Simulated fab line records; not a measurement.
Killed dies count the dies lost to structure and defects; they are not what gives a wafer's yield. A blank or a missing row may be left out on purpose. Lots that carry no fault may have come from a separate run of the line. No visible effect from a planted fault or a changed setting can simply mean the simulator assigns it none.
One fault seen from 2 desks ; flow n5-finfet ; numbers are kept per desk, each desk with only its own; the story behind them comes last

## DESK OF THE TOOL OWNER: ald-sin-04
The tool's own readings at N5_FIN_SAQP_ALD_61 (deposits SiO2, target thk 4 nm, pulse time 1 s, purge time 2 s): means of the sampled wafers that have a number, for each lot that ran on this tool. If a lot's mean is further than 4 standard deviations from the usual mean, the lot is out of limits and carries the mark OUT (the distance appears in the brackets).
Columns: A = chamber-pressure-Torr at N5_FIN_SAQP_ALD_61, usual 2.000 Torr; B = heater-power-w at N5_FIN_SAQP_ALD_61, usual 462 W; C = precursor-pulse-height-rel at N5_FIN_SAQP_ALD_61, usual 1.001; D = susceptor-temp-C at N5_FIN_SAQP_ALD_61, usual 299.98 C
lot;first seen here;A;B;C;D
L146;day 3 02:43;2.004;473;1.011;299.90
L157;day 5 20:59;2.000;385;0.996;272.36 (-99 or more) OUT
L158;day 6 03:08;1.998;397;1.000;272.35 (-99 or more) OUT
This desk's finding: out of limits on L157, L158; first on L157, day 5 20:59 (susceptor-temp-C at N5_FIN_SAQP_ALD_61). Within limits: L146.

## FROM THE METROLOGY DESK
What the gauges read for every lot (on any tool): the sampled wafers with a number, averaged. If a lot's mean is further than 4 standard deviations from the usual mean, the lot is out of limits and carries the mark OUT (the distance appears in the brackets). Readings shown: 7 of its 10, picked as those furthest out on some lot.
Columns: A = DIBL_N at N5_BEOL_M4_RC_MEAS_101, usual 36.3 mV/V; B = DIBL_P at N5_BEOL_M4_RC_MEAS_101, usual 36.3 mV/V; C = IOFF_N at N5_BEOL_M4_RC_MEAS_101, usual 0.155 nA/um; D = IOFF_P at N5_BEOL_M4_RC_MEAS_101, usual 0.211 nA/um; E = ION_N at N5_BEOL_M4_RC_MEAS_101, usual 672 uA/um; F = SS_N at N5_BEOL_M4_RC_MEAS_101, usual 71.5 mV/dec; G = VT_N at N5_BEOL_M4_RC_MEAS_101, usual 249.9 mV
lot;first seen here;A;B;C;D;E;F;G
L146;day 11 10:23;35.3;35.0;0.142;0.185;669;71.1;250.6
L157;day 15 15:17;35.2;36.4;0.135;0.197;657;71.5;253.2
L158;day 16 16:45;36.2;35.8;0.163;0.209;683;71.6;248.9
L163;day 17 16:49;35.9;35.1;0.159;0.206;674;72.2;249.1
This desk found nothing out of limits on any of the 4 lots.

## PUT TOGETHER
The tool owner's desk could have raised an alarm at day 5 20:59, on L157, L158.
The metrology desk saw nothing out of limits.
The metrology desk holds a record of L157, L158, inside its limits.
On ald-sin-04, each named lot ran N5_FIN_SAQP_ALD_61.

## WHAT THE SIMULATOR HAD PUT IN
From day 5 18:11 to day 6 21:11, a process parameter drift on ald-sin-04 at N5_FIN_SAQP_ALD_61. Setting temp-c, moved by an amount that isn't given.
Shown lots that were struck: L157, L158.
Hours from the fault's start to each desk's first reading out of limits: the tool owner's desk, 3.
